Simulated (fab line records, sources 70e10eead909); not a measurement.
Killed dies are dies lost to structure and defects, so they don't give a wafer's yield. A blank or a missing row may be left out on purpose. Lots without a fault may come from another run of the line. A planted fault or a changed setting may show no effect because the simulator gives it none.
Which tool did it? | flow nand_harc | 12 lots, 36 wafers sampled, at 5 steps of a route of 1159

WHAT THE GAUGES READ, wafer by wafer
NHARC_END_SORT_01. Usual: killed_at_array 27, standard deviation 10; killed_at_other 0.6, standard deviation 1; killed_at_periphery 3.4, standard deviation 2.7; killed_dies 31, standard deviation 9.7; killed_open 3.4, standard deviation 1.7; killed_short 2.2, standard deviation 1.5.
lot  | measured     | on        | killed_at_array | killed_at_other | killed_at_periphery | killed_dies | killed_open | killed_short | flag
L463 | day 19 18:23 | prober-01 | 29 29 28        | 1 0 0           | 2 4 5               | 32 33 33    | 3 1 4       | 4 6 2        |
L465 | day 19 19:13 | prober-02 | 31 25 25        | 0 0 0           | 3 1 4               | 34 26 29    | 5 1 3       | 3 1 1        |
L468 | day 20 18:31 | prober-01 | 39 31 34        | 0 0 1           | 1 5 3               | 40 36 38    | 2 5 3       | 4 1 4        |
L472 | day 22 07:11 | prober-01 | 658 636 657     | 3 4 0           | 4 5 6               | 665 645 663 | 2 3 7       | 2 3 2        | OFF
L475 | day 21 22:49 | prober-02 | 610 629 666     | 0 0 0           | 0 0 6               | 610 629 672 | 1 3 3       | 0 2 3        | OFF
L478 | day 23 14:16 | prober-02 | 30 25 32        | 0 2 1           | 1 2 1               | 31 29 34    | 2 2 6       | 2 2 2        |

WHICH TOOL RAN EACH LOT (tool, then ch and the chambers of the sampled wafers, then the start)
lot  | NHARC_A_STAIRCASE_DESCUM_186       | NHARC_A_STAIRCASE_ETCH_190                    | NHARC_A_STAIRCASE_ETCH_194         | NHARC_A_STAIRCASE_TRIM_196
L463 | rie_diel-09 ch 0,1,3, day 10 21:04 | rie_diel-09 ch 0,2,3, day 10 22:14 or earlier | rie_diel-09 ch 0,1,2, day 10 22:14 | rie_diel-09 ch 1,2,3, day 10 22:29
L465 | rie_diel-08 ch 0,1,3, day 11 11:11 | rie_diel-08 ch 1,2, day 11 12:15 or earlier   | rie_diel-08 ch 0,1, day 11 12:15   | rie_diel-09 ch 1,2, day 11 12:27
L467 | rie_diel-08 ch 0,1,2, day 11 21:20 | rie_diel-08 ch 1,2,3, day 11 22:19 or earlier | rie_diel-08 ch 0,1,3, day 11 22:19 | rie_diel-08 ch 0,2,3, day 11 22:32
L469 | rie_diel-09 ch 0,1,3, day 12 14:14 | rie_diel-09 ch 0,1,3, day 12 15:13 or earlier | rie_diel-09 ch 0,1,3, day 12 15:13 | rie_diel-08 ch 1,2,3, day 12 15:23
L468 | rie_diel-09 ch 0,2,3, day 12 14:43 | rie_diel-09 ch 0,1,2, day 12 15:47 or earlier | rie_diel-09 ch 0,2,3, day 12 15:47 | rie_diel-09 ch 1,2,3, day 12 15:58
L470 | rie_diel-09 ch 1,2,3, day 12 21:08 | rie_diel-09 ch 0,1,3, day 12 22:04 or earlier | rie_diel-09 ch 0,2,3, day 12 22:04 | rie_diel-09 ch 0,1,3, day 12 22:15
L472 | rie_diel-09 ch 1,2, day 13 12:44   | rie_diel-09 ch 0,1,2, day 13 13:40 or earlier | rie_diel-09 ch 0,3, day 13 13:40   | rie_diel-09 ch 0,1,3, day 13 13:53
L475 | rie_diel-09 ch 0,1,2, day 14 05:37 | rie_diel-09 ch 0,1,3, day 14 06:34 or earlier | rie_diel-09 ch 0,1,2, day 14 06:34 | rie_diel-09 ch 1,2,3, day 14 06:45
L478 | rie_diel-11 ch 1,2,3, day 14 13:23 | rie_diel-11 ch 1,2,3, day 14 14:29 or earlier | rie_diel-11 ch 0,1, day 14 14:29   | rie_diel-11 ch 0,3, day 14 14:39
L483 | rie_diel-08 ch 0,1,3, day 16 01:28 | rie_diel-08 ch 0,2,3, day 16 02:37 or earlier | rie_diel-08 ch 0,2,3, day 16 02:37 | rie_diel-09 ch 0,1,2, day 16 02:50
L484 | rie_diel-08 ch 0,2,3, day 16 02:13 | rie_diel-08 ch 0,1,2, day 16 03:21 or earlier | rie_diel-08 ch 1,2,3, day 16 03:21 | rie_diel-08 ch 0,1,3, day 16 03:32
L485 | rie_diel-09 ch 0,2,3, day 16 07:25 | rie_diel-09 ch 0,1,3, day 16 08:41 or earlier | rie_diel-09 ch 0,1,3, day 16 08:41 | rie_diel-09 ch 0,2,3, day 16 08:54
- NHARC_A_STAIRCASE_DESCUM_186: chemistry O2, time 3 s.
- NHARC_A_STAIRCASE_ETCH_190: etches the open film in C4F8/O2, target depth 100 nm, time 40.5 s.
- NHARC_A_STAIRCASE_ETCH_194: etches the open film in C4F8/O2, target depth 100 nm, time 40.5 s.
- NHARC_A_STAIRCASE_TRIM_196: chemistry O2, time 211.2 s.

WHAT THE TOOLS THEMSELVES READ (means of the sampled wafers that have a number; where no wafer has one, the mark that the record gives instead)
NHARC_A_STAIRCASE_DESCUM_186. Usual: drypump_motor_current_A 5.5 A, standard deviation 0.54; oes_product_au 0.998 a.u., standard deviation 0.0072; rf_vpp_V 57.9 V, standard deviation 0.91; showerhead_plenum_p_Torr 1.92 Torr, standard deviation 0.084; throttle_valve_pct 11.312 %, standard deviation 0.0092.
lot  | tool        | drypump_motor_current_A (A) | oes_product_au (a.u.) | rf_vpp_V (V) | showerhead_plenum_p_Torr (Torr) | throttle_valve_pct (%) | flag
L463 | rie_diel-09 | 5.2                         | 0.992                 | 57.6         | 1.86                            | 11.310                 |
L465 | rie_diel-08 | 5.7                         | 0.993                 | 58.2         | 1.88                            | 11.312                 |
L467 | rie_diel-08 | 5.7                         | 1.005                 | 57.6         | 1.95                            | 11.314                 |
L469 | rie_diel-09 | 5.1                         | 0.999                 | 57.1         | 1.96                            | 11.314                 |
L468 | rie_diel-09 | 5.2                         | 0.994                 | 58.1         | 1.96                            | 11.317                 |
L470 | rie_diel-09 | 5.1                         | 0.992                 | 58.6         | 1.95                            | 11.309                 |
L472 | rie_diel-09 | 4.9                         | 0.998                 | 57.1         | 1.89                            | 11.313                 |
L475 | rie_diel-09 | 4.9                         | 1.002                 | 58.5         | 1.90                            | 11.320                 |
L478 | rie_diel-11 | 6.1                         | 1.004                 | 57.6         | 1.89                            | 11.305                 |
L483 | rie_diel-08 | 5.8                         | 1.009                 | 57.5         | 1.87                            | 11.306                 |
L484 | rie_diel-08 | 5.7                         | 1.002                 | 58.5         | 1.96                            | 11.304                 |
L485 | rie_diel-09 | 5.2                         | 0.994                 | 56.8         | 1.95                            | 11.314                 |

NHARC_A_STAIRCASE_ETCH_190. Usual: oes_product_au 0.940 a.u., standard deviation 0.0089; rf_vpp_V 896 V, standard deviation 5.1; run_length_s 61.8 s, standard deviation 0.38.
lot  | tool        | oes_product_au (a.u.) | rf_vpp_V (V) | run_length_s (s) | flag
L463 | rie_diel-09 | 0.933                 | 893          | 61.6             |
L465 | rie_diel-08 | 0.942                 | 900          | 61.8             |
L467 | rie_diel-08 | 0.944                 | 895          | 61.6             |
L469 | rie_diel-09 | 0.943                 | 899          | 62.0             |
L468 | rie_diel-09 | 0.939                 | 895          | 61.7             |
L470 | rie_diel-09 | 0.944                 | 898          | 61.7             |
L472 | rie_diel-09 | 0.945                 | 896          | 61.6             |
L475 | rie_diel-09 | 0.940                 | 898          | 61.8             |
L478 | rie_diel-11 | 0.938                 | 894          | 62.3             |
L483 | rie_diel-08 | 0.940                 | 899          | 61.7             |
L484 | rie_diel-08 | 0.952                 | 897          | 61.6             |
L485 | rie_diel-09 | 0.940                 | 897          | 61.9             |

NHARC_A_STAIRCASE_ETCH_194. Usual: oes_product_au 0.941 a.u., standard deviation 0.0073; rf_vpp_V 897 V, standard deviation 5.3; run_length_s 61.8 s, standard deviation 0.43.
lot  | tool        | oes_product_au (a.u.) | rf_vpp_V (V) | run_length_s (s) | flag
L463 | rie_diel-09 | 0.941                 | 895          | 61.6             |
L465 | rie_diel-08 | 0.937                 | 897          | 61.7             |
L467 | rie_diel-08 | 0.938                 | 894          | 61.2             |
L469 | rie_diel-09 | 0.946                 | 899          | 61.7             |
L468 | rie_diel-09 | 0.944                 | 899          | 61.7             |
L470 | rie_diel-09 | 0.941                 | 899          | 61.6             |
L472 | rie_diel-09 | 0.952                 | 902          | 73.2             | OFF
L475 | rie_diel-09 | 0.936                 | 895          | 73.3             | OFF
L478 | rie_diel-11 | 0.944                 | 899          | 61.9             |
L483 | rie_diel-08 | 0.936                 | 898          | 61.9             |
L484 | rie_diel-08 | 0.944                 | 894          | 61.6             |
L485 | rie_diel-09 | 0.943                 | 898          | 61.6             |

NHARC_A_STAIRCASE_TRIM_196. Usual: drypump_motor_current_A 5.5 A, standard deviation 0.52; oes_product_au 0.999 a.u., standard deviation 0.0066; rf_vpp_V 57.9 V, standard deviation 0.87; showerhead_plenum_p_Torr 3.56 Torr, standard deviation 0.15; throttle_valve_pct 17.037 %, standard deviation 0.0093.
lot  | tool        | drypump_motor_current_A (A) | oes_product_au (a.u.) | rf_vpp_V (V) | showerhead_plenum_p_Torr (Torr) | throttle_valve_pct (%) | flag
L463 | rie_diel-09 | 5.1                         | 0.996                 | 57.4         | 3.43                            | 17.050                 |
L465 | rie_diel-09 | 4.9                         | 1.000                 | 57.8         | 3.50                            | 17.037                 |
L467 | rie_diel-08 | 5.7                         | 1.004                 | 57.6         | 3.62                            | 17.037                 |
L469 | rie_diel-08 | 5.5                         | 0.999                 | 57.9         | 3.50                            | 17.040                 |
L468 | rie_diel-09 | 5.1                         | 1.002                 | 57.9         | 3.60                            | 17.033                 |
L470 | rie_diel-09 | 5.2                         | 0.995                 | 58.6         | 3.61                            | 17.035                 |
L472 | rie_diel-09 | 5.1                         | 0.994                 | 59.4         | 3.60                            | 17.032                 |
L475 | rie_diel-09 | 5.1                         | 0.995                 | 58.1         | 3.59                            | 17.029                 |
L478 | rie_diel-11 | 6.3                         | 1.001                 | 58.1         | 3.41                            | 17.034                 |
L483 | rie_diel-09 | 5.0                         | 1.007                 | 58.1         | 3.49                            | 17.034                 |
L484 | rie_diel-08 | 5.8                         | 1.001                 | 57.6         | 3.45                            | 17.040                 |
L485 | rie_diel-09 | 5.2                         | 1.002                 | 57.7         | 3.59                            | 17.035                 |

THE ANSWER, worked out from the rows above alone
Rule: a lot is off if the mean of its wafers that have a number lies more than 3 standard deviations from the usual mean. A lot without any number at a reading at which 4 lots or more have one is off too. The other lots that the step has rows for count as sound. The gauges are gone through in route order, then the tools' own readings, and for those a lot's mean is taken as printed above. The first step at which some lot is off is used, and at that step the reading that is off furthest; a lot without a number counts as furthest.
Off: L472, L475, at NHARC_END_SORT_01 (killed_dies). Neither off nor sound, because the step has no rows for them: L467, L469, L470, L483, L484, L485.
A tool fits if, at a process step before that reading, it ran every lot that is off, and no sound lot after the first of them. The gauges at NHARC_END_SORT_01 aren't tried: what is off there is off at NHARC_A_STAIRCASE_ETCH_194 too, on other tools, and a gauge's error can't cause that. NHARC_A_STAIRCASE_ETCH_190 gives no start for some lots, so the hours and the order of its lots are those of NHARC_A_STAIRCASE_ETCH_194. One fits: rie_diel-09 at NHARC_A_STAIRCASE_DESCUM_186 and NHARC_A_STAIRCASE_ETCH_190 and NHARC_A_STAIRCASE_ETCH_194 and NHARC_A_STAIRCASE_TRIM_196. At NHARC_A_STAIRCASE_DESCUM_186 its last sound lot is L468 (day 12 14:43), its first lot that is off L472 (day 13 12:44): a fault that began between those two fits.

WHAT THE SIMULATOR HAD PUT IN
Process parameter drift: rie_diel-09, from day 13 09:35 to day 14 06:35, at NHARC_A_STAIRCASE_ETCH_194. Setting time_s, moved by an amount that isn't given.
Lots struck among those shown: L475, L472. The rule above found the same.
